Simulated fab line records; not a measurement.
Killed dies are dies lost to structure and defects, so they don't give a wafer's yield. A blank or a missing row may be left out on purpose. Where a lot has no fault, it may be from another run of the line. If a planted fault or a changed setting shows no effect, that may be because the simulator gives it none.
Matching of chambers :: flow n5 finfet :: cmp-03 running N5_PMOS_HMC_CHANNEL_EPI_CMP_21: 4 sister chambers
The step polishes SiGe30, target thk 54 nm. 8 wafers are shown with their chamber, then 10 later ones without.

## WAFERS, EACH WITH ITS CHAMBER
wafer: L076.6
chamber: 1
motor current A (A): 13.8

wafer: L084.1
chamber: 1
motor current A (A): 13.3

wafer: L084.4
chamber: 2
motor current A (A): 13.8

wafer: L086.1
chamber: 3
motor current A (A): 14.2

wafer: L086.3
chamber: 2
motor current A (A): 13.5

wafer: L086.5
chamber: 0
motor current A (A): 12.3

wafer: L092.1
chamber: 0
motor current A (A): 11.8

wafer: L092.2
chamber: 3
motor current A (A): 14.6

## WAFERS WITHOUT THEIR CHAMBER
wafer: L092.3
motor current A (A): 14.1

wafer: L093.1
motor current A (A): 13.6

wafer: L093.2
motor current A (A): 13.1

wafer: L093.3
motor current A (A): 14.4

wafer: L094.2
motor current A (A): 14.0

wafer: L094.3
motor current A (A): 13.8

wafer: L094.5
motor current A (A): 12.1

wafer: L097.1
motor current A (A): 13.8

wafer: L097.3
motor current A (A): 13.7

wafer: L097.6
motor current A (A): 14.1

## EACH ONE'S CHAMBER
wafer: L092.3
from the rows above: can't be placed: 3 or 2 or 1
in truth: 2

wafer: L093.1
from the rows above: can't be placed: 1 or 2
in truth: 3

wafer: L093.2
from the rows above: can't be placed: 1 or 2 or 0
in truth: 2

wafer: L093.3
from the rows above: 3
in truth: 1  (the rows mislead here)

wafer: L094.2
from the rows above: can't be placed: 2 or 3 or 1
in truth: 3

wafer: L094.3
from the rows above: can't be placed: 2 or 1 or 3
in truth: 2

wafer: L094.5
from the rows above: 0
in truth: 0

wafer: L097.1
from the rows above: can't be placed: 2 or 1 or 3
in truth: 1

wafer: L097.3
from the rows above: can't be placed: 2 or 1
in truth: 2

wafer: L097.6
from the rows above: can't be placed: 3 or 2 or 1
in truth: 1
Placed correctly: 1 of 10. Cannot be placed on the basis of these rows: 8; the candidates contain the true chamber in 7. Wrongly placed: 1.
How it was worked out, from the rows above alone: a wafer's distance from a chamber is the root of the sum, over the readings, of the square of ((its reading less the chamber's mean) divided by the reading's scatter). If the next closest chamber is less than 2 further off than the closest, the wafer can't be placed; otherwise it belongs to the closest. A chamber's mean is the mean of its shown wafers. The scatter: the root of (the sum of the squares of (reading less its chamber's mean) over the shown wafers, divided by (wafers less chambers)).
